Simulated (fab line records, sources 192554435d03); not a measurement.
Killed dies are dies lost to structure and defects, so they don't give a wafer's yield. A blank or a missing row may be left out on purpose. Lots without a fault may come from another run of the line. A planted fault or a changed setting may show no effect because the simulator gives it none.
fab line records | flow n5_finfet
record lots=6 wafers=18 last_day=17
route steps=1938 shown FIN_SAQP@122 BEOL_M4@1111 PASSIVATION@1936
lots that met no fault: from a run of the same line without faults
start_h: hours from the record's first day to the start of the lot's first wafer shown | wait_h: hours since the lot's step before | " the same as in the row above | L1.1+2: a row that stands for several wafers | - no value, or no start given | * or withheld: withheld | < > ~ a bound
route shown NAME@n: a module of which the file shows steps, and the number in the route of the first | usual: mean/standard deviation of fault-free wafers | same: alike in all rows | chamber/n: place in a boat | sites: the reading at each site | _std_site: their standard deviation | _edge_site: outer sites' mean less inner sites' | radius_mm: how far each site lies from the wafer's centre | mask NAME#n: copy n | behind: the tool/chamber that last shaped the wafer | hold: why the lot was held/for how many hours/how that ended | device: the transistor (n, p or np) that didn't switch | end of line: the same wafers' tests at the end of the route | a step without rows: its recipe alone | killed: dies lost to structure and defects at the first sort, not the wafer's yield | map: a wafer's dies, x killed, . not, _ none there
set.NAME: the setting as run; set.NAME@STEP: as run at that earlier step | model.NAME: the simulator's own value behind a step, which no gauge read
lots at some steps of the route; a table a step, a row a wafer
services: from which hour (start_h, from the record's first day; less than 0 if before it) a tool's chamber was out of use, for how many hours, and why
## steps
# step N5_FIN_SAQP_STRIP_23
# recipe chemistry=SPM time_s=750 temp_c=130 h2so4_h2o2_vol_ratio=4
# step N5_FIN_SAQP_SRD_66
# recipe dry=ipa_marangoni time_s=30 temp_c=23 rinse_liquid=diw
# step N5_FIN_SAQP_RECESS_75
# recipe chemistry=HF/NH3 target=SiO2 target_depth_a=144 afs_cycles=3 temp_c=30 sublimation_temp_c=180 sublimation_time_s=60
# step N5_FIN_SAQP_SPACER1_ALD_24
# recipe material=SiO2 target_thk_a=203 temp_c=300 ald_precursor_family=BDEAS ald_co_reactant=O2-plasma pulse_time_s=1 purge_time_s=2 co_reactant_purge_time_s=2 ald_cycles=218 pressure_torr=2
# usual heater_power_w=484/36 precursor_pulse_height_rel=0.999/0.021
# columns lot.wafer tool chamber start_h wait_h heater_power_w precursor_pulse_height_rel
L738.2 ald_sin-04 1 31.20 0.5 441 1.020
L738.3 " 3 " " 480 0.999
L738.5 " 2 " " 458 0.996
L739.1 ald_sin-03 2 36.03 0.3 532 0.979
L739.5 " 3 " " 513 1.040
L739.6 " 0 " " 517 0.973
L746.2 ald_sin-03 0 77.72 0.6 541 0.997
L746.3 " 2 " " 521 1.000
L746.4 " 3 " " 509 0.993
L753.2 ald_sin-04 1 120.51 0.3 443 0.984
L753.3 " 3 " " 476 1.020
L753.6 " 1 " " 440 1.001
L754.1 ald_sin-04 3 125.34 0.3 476 0.993
L754.2 " 2 " " 427 0.959
L754.6 " 1 " " 432 0.989
L760.3 ald_sin-03 3 160.88 0.1 500 1.017
L760.4 " 2 " " 538 0.962
L760.6 " 0 " " 517 0.999
# step N5_FIN_SAQP_SPACER1_ETCHBACK_25
# recipe chemistry=CHF3/O2 mode=anisotropic_etchback target=SiO2 target_depth_a=244 time_s=12.2 pressure_mtorr=30 source_w=650 bias_w=170 Ar_flow_sccm=200 CHF3_flow_sccm=50 O2_flow_sccm=5 ion_energy_ev=200
# usual drypump_motor_current_A=5.5/0.51 oes_product_au=0.79/0.08 rf_vpp_V=518/9.1 showerhead_plenum_p_Torr=2.40/0.088 throttle_valve_pct=18.97/0.22
# columns lot.wafer tool chamber start_h wait_h drypump_motor_current_A oes_product_au rf_hours_counter_h rf_vpp_V showerhead_plenum_p_Torr throttle_valve_pct
L738.2 rie_diel-06 2 32.35 0.8 5.3 0.78 130 509 2.41 18.97
L738.3 " 1 " " 5.6 0.78 140 537 2.42 19.17
L738.5 " 1 " " 5.6 0.78 - 538 2.42 19.19
L739.1 rie_diel-04 3 36.75 0.4 5.1 0.81 79 523 2.45 19.01
L739.5 " 0 " " 5.7 0.72 - 522 2.51 18.86
L739.6 " 1 " " 5.8 0.79 - 526 2.31 18.62
L746.2 rie_diel-04 2 78.43 0.4 6.3 0.90 27 514 2.38 19.09
L746.3 " 0 " " 5.7 0.70 180 521 2.50 18.90
L746.4 " 3 " " 5.1 0.80 92 525 2.44 19.04
L753.2 rie_diel-05 2 121.30 0.4 5.3 0.91 30 521 2.53 18.54
L753.3 " 3 " " 6.4 0.69 216 507 2.29 18.91
L753.6 " 2 " " 5.4 0.91 - 523 2.53 18.53
L754.1 rie_diel-06 3 126.06 0.4 4.9 0.68 248 511 2.29 19.24
L754.2 " 2 " " 5.3 0.75 162 508 2.40 18.99
L754.6 " 3 " " 4.9 0.68 - 511 2.29 19.25
L760.3 rie_diel-06 1 161.65 0.4 5.6 0.74 180 537 2.40 19.25
L760.4 " 0 " " 4.8 0.76 - 504 2.33 18.95
L760.6 " 2 " " 5.3 0.74 - 509 2.39 19.04
# step N5_FIN_SAQP_MANDREL1_REMOVE_56
# recipe chemistry=HBr/Cl2/O2 bt_time_s=10 target=a-Si stop_on=SiNx endpoint=OES-SiCl over_etch_frac=1 icp_w=600 bias_w=22 HBr_flow_sccm=150 Cl2_flow_sccm=80 O2_flow_sccm=5 pressure_mtorr=10
# step N5_FIN_SAQP_CD_MEAS_27
# recipe target_cd_nm=20 landing_energy_ev=1000 detector=se_inlens polarity=line
# usual cd_nm=20.23/0.26
# columns lot.wafer tool chamber start_h wait_h cd_nm
L738.2 cd_sem-02 0 32.55 0.1 19.82
L738.3 " 0 " " 19.63
L738.5 " 0 " " 20.57
L739.1 cd_sem-01 0 36.94 0.1 20.11
L739.5 " 0 " " 20.82
L739.6 " 0 " " 20.06
L746.2 cd_sem-01 0 78.64 0.1 20.05
L746.3 " 0 " " 20.15
L746.4 " 0 " " 20.14
L753.2 cd_sem-03 0 121.50 0.1 20.18
L753.3 " 0 " " 19.84
L753.6 " 0 " " 20.52
L754.1 cd_sem-02 0 126.26 0.1 20.31
L754.2 " 0 " " 20.36
L754.6 " 0 " " 20.26
L760.3 cd_sem-02 0 161.86 0.1 20.76
L760.4 " 0 " " 20.10
L760.6 " 0 " " 20.37
# step N5_FIN_SAQP_ETCH_57
# recipe chemistry=CH3F/O2 target=SiNx mask_material=SiO2 target_depth_a=325 time_s=46.4 pressure_mtorr=30 source_w=395 bias_w=73 Ar_flow_sccm=150 CH3F_flow_sccm=30 O2_flow_sccm=20 ion_energy_ev=120 ends=cleared
# usual drypump_motor_current_A=5.5/0.52 etch_rf_on_time_s=46.1/1.2 oes_product_au=0.66/0.061 rf_fwd_power_W=389.0/1.9 rf_vpp_V=294/5.4 showerhead_plenum_p_Torr=1.99/0.075 throttle_valve_pct=16.42/0.2
# columns lot.wafer tool chamber start_h wait_h drypump_motor_current_A etch_rf_on_time_s oes_product_au rf_fwd_power_W rf_hours_counter_h rf_vpp_V showerhead_plenum_p_Torr throttle_valve_pct
L738.2 rie_diel-05 3 32.60 0.0 6.4 47.5 0.61 388.2 194 288 1.90 16.36
L738.3 " 0 " " 5.8 44.4 0.71 389.6 66 296 2.13 16.54
L738.5 " 0 " " 5.9 45.6 0.71 389.6 - 297 2.13 16.57
L739.1 rie_diel-06 0 36.99 0.0 4.8 46.0 0.68 388.8 104 285 1.95 16.32
L739.5 " 1 " " 5.6 45.1 0.66 390.4 - 305 2.01 16.64
L739.6 " 0 " " 4.8 45.5 0.68 388.6 - 287 1.95 16.31
L746.2 rie_diel-06 2 78.68 0.0 5.3 44.7 0.65 388.2 145 289 2.00 16.46
L746.3 " 1 " " 5.6 45.0 0.65 388.8 156 305 2.00 16.63
L746.4 " 3 " " 4.9 46.5 0.60 390.0 232 290 1.90 16.65
L753.2 rie_diel-05 3 121.55 0.0 6.4 47.6 0.58 386.3 216 289 1.90 16.39
L753.3 " 2 " " 5.4 45.4 0.77 385.8 30 297 2.10 15.97
L753.6 " 3 " " 6.4 46.5 0.59 385.8 - 288 1.90 16.40
L754.1 rie_diel-06 0 126.31 0.0 4.8 44.2 0.66 389.9 135 285 1.94 16.38
L754.2 " 2 " " 5.3 45.3 0.64 387.6 162 289 1.99 16.49
L754.6 " 3 " " 4.9 46.6 0.59 387.7 - 292 1.90 16.69
L760.3 rie_diel-04 2 161.96 0.1 6.3 44.7 0.74 391.1 53 292 1.97 16.55
L760.4 " 0 " " 5.7 47.7 0.59 391.4 210 294 2.07 16.44
L760.6 " 2 " " 6.3 45.2 0.73 390.7 - 291 1.97 16.56
# step N5_FIN_SAQP_ETCH_65
# recipe chemistry=CF4 target=SiO2 target_depth_a=40 ion_energy_ev=350 time_s=4.4 pressure_mtorr=10 icp_w=800 bias_w=400 cf4_flow_sccm=80
# usual cf4_flow_sccm=79.99/0.26 drypump_motor_current_A=5.8/0.42 oes_product_au=0.989/0.025 rf_fwd_power_W=790/3.5 throttle_valve_pct=21.8/0.34
# columns lot.wafer tool chamber start_h wait_h cf4_flow_sccm drypump_motor_current_A oes_product_au rf_fwd_power_W rf_hours_counter_h throttle_valve_pct
L738.2 rie_si-06 1 32.70 0.1 80.41 5.4 0.942 784 126 22.0
L738.3 " 2 " " 80.12 6.2 1.035 796 88 21.8
L738.5 " 3 " " 79.76 5.5 0.959 787 - 21.6
L739.1 rie_si-01 1 37.10 0.1 80.10 5.4 0.982 790 7 21.7
L739.5 " 0 " " 80.08 6.5 0.982 795 - 21.8
L739.6 " 1 " " 79.79 5.4 0.968 789 - 21.7
L746.2 rie_si-01 0 78.79 0.1 79.67 6.4 0.979 795 15 21.9
L746.3 " 3 " " 80.05 5.4 1.023 791 57 21.4
L746.4 " 2 " " 79.95 6.1 0.989 788 45 22.5
L753.2 rie_si-06 2 121.66 0.1 79.91 6.2 1.026 790 90 21.8
L753.3 " 0 " " 80.41 5.9 1.013 794 50 22.2
L753.6 " 3 " " 80.22 5.5 0.980 792 - 21.6
L754.1 rie_si-06 3 126.42 0.1 80.65 5.5 0.977 793 168 21.6
L754.2 " 0 " " 80.10 5.9 1.008 792 50 22.2
L754.6 " 2 " " 80.05 6.2 1.029 796 - 21.8
L760.3 rie_si-01 1 162.07 0.1 79.90 5.4 0.989 787 9 21.7
L760.4 " 0 " " 79.79 6.4 0.974 794 17 21.9
L760.6 " 3 " " 79.88 5.4 1.007 791 - 21.3
# step N5_FIN_SAQP_MANDREL_ETCH_58
# recipe chemistry=HBr/Cl2 target=a-Si target_depth_a=450 bt_time_s=10 stop_on=SiNx mask_material=SiO2 over_etch_frac=0.8 time_s=27 pressure_mtorr=10 icp_w=800 bias_w=75 HBr_flow_sccm=150 Cl2_flow_sccm=80 ends=end_point
# step N5_FIN_SAQP_RECESS_63
# recipe chemistry=HF/NH3 target=SiO2 target_depth_a=180 afs_cycles=3 temp_c=30 sublimation_temp_c=180 sublimation_time_s=60
# usual drypump_motor_current_A=5.95/0.14
# columns lot.wafer tool chamber start_h wait_h drypump_motor_current_A
L738.2 vapor_etch-02 0 32.82 0.1 5.76
L738.3 " 0 " " 5.76
L738.5 " 1 " " 5.98
L739.1 vapor_etch-01 0 37.22 0.1 5.89
L739.5 " 1 " " 6.15
L739.6 " 0 " " 5.91
L746.2 vapor_etch-01 0 78.90 0.1 5.91
L746.3 " 1 " " 6.17
L746.4 " 0 " " 5.94
L753.2 vapor_etch-02 1 121.77 0.1 5.95
L753.3 " 0 " " 5.76
L753.6 " 0 " " 5.73
L754.1 vapor_etch-02 1 126.53 0.1 6.00
L754.2 " 0 " " 5.78
L754.6 " 0 " " 5.75
L760.3 vapor_etch-01 0 162.30 0.2 5.91
L760.4 " 1 " " 6.17
L760.6 " 1 " " 6.15
# step N5_FIN_SAQP_COAT_68
# recipe resist=SOC temp_c=250 time_s=60 spin_rpm=1500 resist_thk_nm=100
# step N5_FIN_SAQP_ETCH_69
# recipe chemistry=N2/H2 target=SOC target_depth_a=1500 stop_on=SiNx ion_energy_ev=100 bias_w=61 pressure_mtorr=30 source_w=850 n2_flow_sccm=200 h2_flow_sccm=200
# usual drypump_motor_current_A=5.4/0.49 oes_product_au=0.77/0.071 rf_fwd_power_W=845/3 rf_vpp_V=240.4/1.5 showerhead_plenum_p_Torr=2.53/0.099 throttle_valve_pct=17.90/0.21
# columns lot.wafer tool chamber start_h wait_h drypump_motor_current_A oes_product_au rf_fwd_power_W rf_hours_counter_h rf_vpp_V showerhead_plenum_p_Torr throttle_valve_pct model.SOC_of_FIN_SAQP_COAT_68.thk_nm
L738.2 rie_diel-05 0 33.30 - 5.9 0.81 844 67 243.2 2.68 17.92 0
L738.3 " 1 " " 5.1 0.68 841 253 237.9 2.50 18.10 5
L738.5 " 1 " " 5.1 0.68 838 - 240.2 2.50 18.06 4.8
L739.1 rie_diel-06 0 37.67 - 4.8 0.79 845 104 239.7 2.45 17.56 6
L739.5 " 3 " " 4.8 0.72 843 - 239.0 2.41 18.16 6
L739.6 " 0 " " 4.8 0.79 845 - 240.8 2.44 17.58 6
L746.2 rie_diel-06 0 79.35 - 4.8 0.78 843 119 241.2 2.44 17.59 5.8
L746.3 " 3 " " 4.8 0.70 847 232 238.5 2.41 18.18 6
L746.4 " 1 " " 5.6 0.75 842 157 239.4 2.54 18.21 3
L753.2 rie_diel-06 1 122.22 - 5.6 0.74 844 172 242.2 2.54 18.22 4
L753.3 " 0 " " 4.8 0.78 1355 133 202.6 2.43 17.60 0
L753.6 " 2 " " 5.3 0.74 846 - 240.0 2.54 18.05 3.8
L754.1 rie_diel-06 3 126.98 - 4.8 0.69 849 248 240.0 2.40 18.21 5.8
L754.2 " 0 " " 4.8 0.77 1353 135 204.6 2.43 17.60 0
L754.6 " 3 " " 4.9 0.68 845 - 238.6 2.40 18.22 5.8
L760.3 rie_diel-05 1 162.65 - 5.1 0.89 840 32 240.3 2.48 17.61 6
L760.4 " 3 " " 6.4 0.68 845 228 238.3 2.39 17.88 8.6
L760.6 " 2 " " 5.4 0.87 835 - 242.3 2.71 17.69 7.6
# step N5_FIN_SAQP_ETCH_67
# recipe chemistry=CH3F/O2 target=SiNx target_depth_a=300 mask_material=SOC pressure_mtorr=30 source_w=395 bias_w=73 Ar_flow_sccm=150 CH3F_flow_sccm=30 O2_flow_sccm=20 ion_energy_ev=120
# step N5_BEOL_M4_RC_MEAS_101
# usual DIBL_N=36.2/1.7 DIBL_P=36.6/1.9 IOFF_N=0.16/0.032 IOFF_P=0.21/0.037 ION_N=675/12 ION_P=460/8.1 SS_N=71.4/0.58 SS_P=73.4/0.64 VT_N=249/3.2 VT_P=-252/3.4
# columns lot.wafer tool chamber start_h wait_h DIBL_N[mV/V] DIBL_P[mV/V] IOFF_N[nA/um] IOFF_P[nA/um] ION_N[uA/um] ION_P[uA/um] SS_N[mV/dec] SS_P[mV/dec] VT_N[mV] VT_P[mV]
L738.2 prober-02 0 169.51 0.2 35.1 36.2 0.15 0.21 681 467 71.3 73.3 249 -249
L738.3 " 0 " " 37.1 37.8 0.17 0.22 688 468 72.4 73.9 250 -247
L738.5 " 0 " " 37.4 38.8 0.18 0.25 672 462 72.3 74.3 248 -247
L739.1 prober-01 0 178.28 0.0 37.4 37.4 0.17 0.24 686 473 71.9 73.6 250 -249
L739.5 " 0 " " 37.5 38.0 0.19 0.25 680 467 71.8 73.3 250 -246
L739.6 " 0 " " 39.0 38.8 0.21 0.27 681 465 72.2 74.1 247 -247
L746.2 prober-02 0 208.33 0.2 35.0 35.6 0.14 0.17 666 452 71.7 73.0 249 -254
L746.3 " 0 " " 37.1 38.9 0.19 0.22 687 465 72.0 72.8 246 -250
L746.4 " 0 " " 33.7 34.1 0.12 0.15 657 448 71.3 72.8 253 -255
L754.1 prober-02 0 263.78 0.0 35.0 36.4 0.14 0.19 678 462 71.9 73.1 252 -253
L754.2 " 0 " " 36.7 37.1 0.16 0.20 683 464 71.8 73.5 247 -254
L754.6 " 0 " " 35.1 35.6 0.14 0.17 674 461 71.2 72.6 250 -254
L753.2 prober-01 0 265.67 0.2 35.0 33.8 0.13 0.16 653 445 70.6 72.8 253 -257
L753.3 " 0 " " 33.0 32.7 0.12 0.15 658 450 71.1 73.0 255 -255
L753.6 " 0 " " 35.0 34.3 0.14 0.17 654 444 70.7 72.9 254 -255
L760.3 prober-02 0 297.06 0.3 36.4 34.8 0.15 0.19 673 466 70.6 72.9 248 -252
L760.4 " 0 " " 38.6 37.5 0.19 0.24 688 468 71.2 73.2 247 -250
L760.6 " 0 " " 36.1 33.7 0.14 0.18 656 456 70.8 72.0 253 -254
# step N5_PASSIVATION_PROBE_49
# usual defect_limited_yield=91.3/1.5 killed_at_M0_to_M3=35/10 killed_at_M4_up=12/4.6 killed_at_contacts=13/6.6 killed_at_front_end=39/11 killed_at_other=4/3.4 killed_dies=103/17 killed_open=67/13 killed_short=35/8.2 sort_bin_5_function=5.1/0.94 sort_bin_6_memory=3.2/0.7 sort_n_pass=1077/17 sort_yield_pct=91.3/1.5
# same gross_dies=1180 killed_at_back_side=0 sort_bin_4_leakage[%]=0 sort_bin_8_speed[%]=0
# columns lot.wafer tool chamber start_h wait_h defect_limited_yield[%] killed_at_M0_to_M3 killed_at_M4_up killed_at_contacts killed_at_front_end killed_at_other killed_dies killed_open killed_short sort_bin_5_function[%] sort_bin_6_memory[%] sort_n_pass sort_yield_pct[%]
L738.2 prober-01 - 269.94 0.1 93.6 23 8 7 37 0 75 50 22 4.1 2.2 1105 93.6
L738.3 prober-01 - 269.99 0.1 90.6 23 16 6 60 6 111 63 37 5.8 2.5 1069 90.6
L738.5 prober-01 - 270.09 0.2 89.8 42 16 1 61 0 120 83 37 6.8 3.1 1060 89.8
L739.1 prober-01 - 281.63 0.0 94.7 19 3 6 26 9 63 42 21 3.0 2.2 1117 94.7
L739.5 prober-01 - 281.83 0.2 90.5 44 0 2 63 3 112 70 40 5.3 3.8 1068 90.5
L739.6 prober-01 - 281.88 0.3 94.6 17 6 6 29 6 64 41 22 3.4 1.9 1116 94.6
L746.2 prober-02 - 306.87 0.1 88.7 31 28 12 59 3 133 86 44 7.0 4.1 1047 88.7
L746.3 prober-02 - 306.92 0.1 90.7 34 17 13 44 2 110 78 30 6.2 2.9 1070 90.7
L746.4 prober-02 - 306.97 0.2 90.9 30 17 24 34 2 107 78 28 5.4 3.3 1073 90.9
L753.2 prober-01 - 373.73 0.1 93.8 23 8 5 33 4 73 52 21 3.5 2.6 1107 93.8
L753.3 prober-01 - 373.78 0.1 90.8 17 22 11 56 3 109 72 34 5.8 3.2 1071 90.8
L753.6 prober-01 - 373.93 0.3 91.5 50 7 6 35 2 100 62 37 4.9 3.0 1080 91.5
L754.1 prober-01 - 376.85 0.0 89.8 21 15 28 47 9 120 81 39 6.1 3.7 1060 89.8
L754.2 prober-01 - 376.90 0.1 91.4 25 12 22 30 12 101 73 27 4.8 3.6 1079 91.4
L754.6 prober-01 - 377.10 0.3 89.0 43 11 24 44 8 130 81 48 6.2 4.5 1050 89.0
L760.3 prober-02 - 404.47 0.1 91.4 30 11 17 40 4 102 60 38 5.2 2.9 1078 91.4
L760.4 prober-02 - 404.52 0.2 92.0 34 10 14 32 4 94 61 32 4.4 3.1 1086 92.0
L760.6 prober-02 - 404.62 0.3 90.2 43 10 15 28 20 116 73 41 5.1 4.2 1064 90.2
# killed by level:class
L738.2 STI_FIN_REVEAL:geometric_particle:open=16 FIN_SAQP:geometric_particle:short=5 BEOL_M1:geometric_particle:open=5 BEOL_M4:geometric_particle:open=5 BEOL_M3:geometric_particle:open=4 FIN_SAQP:geometric_particle:open=3 MOL_CONTACT_COAG:geometric_particle:open=3 MOL_CONTACT_COAG:geometric_particle:short=3
L738.3 STI_FIN_REVEAL:geometric_particle:open=18 FIN_SAQP:geometric_particle:short=9 HKMG_FIN:area_etch=9 FIN_SAQP:geometric_particle:open=7 MOL_CONTACT_COAG:geometric_particle:open=6 BEOL_M3:geometric_particle:open=6 STI_FIN_REVEAL:geometric_particle:short=5 BEOL_M4:geometric_particle:open=5
L738.5 STI_FIN_REVEAL:geometric_particle:open=19 BEOL_M0_SAQP:geometric_particle:open=15 FIN_SAQP:geometric_particle:short=14 FIN_SAQP:geometric_particle:open=9 BEOL_M4:geometric_particle:open=8 BEOL_M3:geometric_particle:open=7 BEOL_M0_SAQP:geometric_particle:short=6 BEOL_M2:geometric_particle:open=6
L739.1 BEOL_M0_SAQP:geometric_particle:open=8 STI_FIN_REVEAL:geometric_particle:open=8 GATE_CUT:geometric_particle:short=5 MOL_CONTACT_COAG:geometric_particle:open=5 DUMMY_GATE:geometric_particle:open=4 BEOL_M2:geometric_particle:open=4 FIN_SAQP:geometric_particle:short=2 STI_FIN_REVEAL:geometric_particle:short=2
L739.5 STI_FIN_REVEAL:geometric_particle:open=21 BEOL_M0_SAQP:geometric_particle:open=11 BEOL_M0_SAQP:geometric_particle:short=11 FIN_SAQP:geometric_particle:short=9 BEOL_M2:geometric_particle:open=9 GATE_CUT:geometric_particle:short=8 BEOL_M1:geometric_particle:open=8 FIN_SAQP:geometric_particle:open=6
L739.6 STI_FIN_REVEAL:geometric_particle:open=6 ILD0:geometric_particle:short=6 MOL_CONTACT_COAG:geometric_particle:open=5 BEOL_M0_SAQP:geometric_particle:open=5 BEOL_M0_SAQP:geometric_particle:short=5 STARTING-WAFER:geometric_particle:open=4 GATE_CUT:geometric_particle:short=3 FIN_SAQP:geometric_particle:short=2
L746.2 FIN_SAQP:geometric_particle:open=26 FIN_SAQP:geometric_particle:short=12 BEOL_M4:geometric_particle:open=11 MOL_CONTACT_COAG:geometric_particle:open=8 BEOL_M3:geometric_particle:open=8 BEOL_M1:geometric_particle:open=7 BEOL_M0_SAQP:geometric_particle:short=7 STI_FIN_REVEAL:geometric_particle:open=5
L746.3 FIN_SAQP:geometric_particle:open=19 MOL_CONTACT_COAG:geometric_particle:open=13 BEOL_M4:geometric_particle:open=11 BEOL_M1:geometric_particle:open=9 FIN_SAQP:geometric_particle:short=5 BEOL_M0:geometric_particle:short=5 BEOL_M3:geometric_particle:open=5 BEOL_M0:geometric_particle:open=5
L746.4 MOL_CONTACT_COAG:geometric_particle:open=19 BEOL_M4:geometric_particle:open=14 FIN_SAQP:geometric_particle:open=10 BEOL_M0_SAQP:geometric_particle:open=9 BEOL_M3:geometric_particle:open=9 FIN_SAQP:geometric_particle:short=8 MOL_CONTACT_COAG:geometric_particle:short=5 STARTING-WAFER:geometric_particle:open=5
L753.2 STI_FIN_REVEAL:geometric_particle:open=11 FIN_SAQP:geometric_particle:open=10 BEOL_M0_SAQP:geometric_particle:short=9 BEOL_M0_SAQP:geometric_particle:open=8 MOL_CONTACT_COAG:geometric_particle:open=5 FIN_SAQP:geometric_particle:short=4 DUMMY_GATE:geometric_particle:open=3 BEOL_M0:geometric_particle:open=3
L753.3 STI_FIN_REVEAL:geometric_particle:open=19 MOL_CONTACT_COAG:geometric_particle:open=8 BEOL_M4:geometric_particle:open=7 BEOL_M0_SAQP:geometric_particle:short=5 GATE_CUT:geometric_particle:short=5 STARTING-WAFER:geometric_particle:short=5 FIN_SAQP:geometric_particle:open=4 STI_FIN_REVEAL:geometric_particle:short=4
L753.6 BEOL_M0_SAQP:geometric_particle:short=21 BEOL_M0_SAQP:geometric_particle:open=20 FIN_SAQP:geometric_particle:open=11 STI_FIN_REVEAL:geometric_particle:open=6 MOL_CONTACT_COAG:geometric_particle:open=5 ILD0:geometric_particle:open=3 GATE_CUT:geometric_particle:short=3 GATE_CUT:geometric_particle:open=3
L754.1 MOL_CONTACT_COAG:geometric_particle:open=25 FIN_SAQP:geometric_particle:short=11 STI_FIN_REVEAL:geometric_particle:open=7 GATE_CUT:geometric_particle:short=7 FIN_SAQP:geometric_particle:open=6 DUMMY_GATE:geometric_particle:short=4 BEOL_M2:geometric_particle:open=4 BEOL_M0_SAQP:geometric_particle:open=4
L754.2 MOL_CONTACT_COAG:geometric_particle:open=19 FIN_SAQP:geometric_particle:short=7 FIN_SAQP:geometric_particle:open=6 BEOL_M0_SAQP:geometric_particle:open=6 BEOL_M1:geometric_particle:open=6 MIM_TOP_ETCH:geometric_particle:open=5 STI_FIN_REVEAL:geometric_particle:open=4 MIM_TOP_ETCH:geometric_particle:short=4
L754.6 MOL_CONTACT_COAG:geometric_particle:open=21 FIN_SAQP:geometric_particle:short=16 BEOL_M1:geometric_particle:open=13 BEOL_M0_SAQP:geometric_particle:open=8 GATE_CUT:geometric_particle:short=7 BEOL_M0_SAQP:geometric_particle:short=7 ILD0:geometric_particle:short=5 ILD0:geometric_particle:open=5
L760.3 FIN_SAQP:geometric_particle:open=14 MOL_CONTACT_COAG:geometric_particle:open=14 BEOL_M0_SAQP:geometric_particle:short=9 BEOL_M3:geometric_particle:open=7 GATE_CUT:geometric_particle:short=6 FIN_SAQP:geometric_particle:short=5 BEOL_M4:geometric_particle:open=5 HKMG_FIN:area_etch=4
L760.4 FIN_SAQP:geometric_particle:open=13 MOL_CONTACT_COAG:geometric_particle:open=12 FIN_SAQP:geometric_particle:short=8 BEOL_M1:geometric_particle:open=8 BEOL_M0_SAQP:geometric_particle:open=7 BEOL_M2:geometric_particle:open=5 BEOL_M0_SAQP:geometric_particle:short=4 GATE_CUT:geometric_particle:short=3
L760.6 BEOL_M2:geometric_particle:open=15 MOL_CONTACT_COAG:geometric_particle:open=11 BEOL_M1:geometric_particle:open=8 STI_FIN_REVEAL:geometric_particle:open=6 BEOL_M0_SAQP:geometric_particle:short=6 MIM_TOP_ETCH:geometric_particle:short=6 MIM_TOP_ETCH:geometric_particle:open=6 FIN_SAQP:geometric_particle:short=5
## services
# columns tool chamber start_h hours kind
vapor_etch-02 - 10.94 0.2 repair
rie_diel-05 2 16.26 - clean
rie_diel-05 2 16.26 - consumable_replace:focus_ring
rie_diel-05 2 16.26 - consumable_replace:showerhead
ald_sin-04 - 32.14 6.0 pm
ald_sin-03 0 42.96 6.5 repair
rie_diel-05 1 50.04 5.8 repair
rie_diel-05 2 56.85 6.6 repair
ald_sin-04 1 57.72 6.0 repair
rie_diel-04 3 62.88 3.4 repair
rie_diel-04 2 65.04 4.3 repair
rie_diel-05 3 70.68 31.9 repair
ald_sin-03 - 80.58 2.8 pm
rie_si-06 - 83.34 2.8 pm
ald_sin-04 - 85.25 14.0 pm
rie_si-01 3 85.70 8.7 repair
vapor_etch-02 - 115.79 2.8 pm
ald_sin-04 2 140.28 5.4 repair
rie_si-01 - 145.71 0.7 repair
rie_diel-06 3 149.23 - clean
rie_diel-06 3 149.23 - consumable_replace:focus_ring
rie_diel-06 3 149.23 - consumable_replace:showerhead
rie_diel-06 3 149.23 23.9 scheduled_down
rie_diel-06 3 149.23 23.9 vent_cycle
## key
first_sign step=N5_FIN_SAQP_ETCH_69 reading=rf_fwd_power_W direction=up sigmas=99+ usual=* struck=*
effect step=N5_FIN_SAQP_ETCH_69 reading=rf_vpp_V direction=down sigmas=25 usual=240.4 struck=203.6
model_effect step=N5_FIN_SAQP_ETCH_69 value=SOC_of_FIN_SAQP_COAT_68.thk_nm without=7 struck=0
met_at N5_FIN_SAQP_ETCH_69
struck_wafers L753.3,L754.2
onset_between 79.35 122.22
fault kind=process_parameter_drift tool=rie_diel-06 chamber=0 onset_h=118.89 steps=N5_FIN_SAQP_ETCH_69 channel=source_w offset=510 shape=step end_h=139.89 acts_in=these_recipes_only stated=850
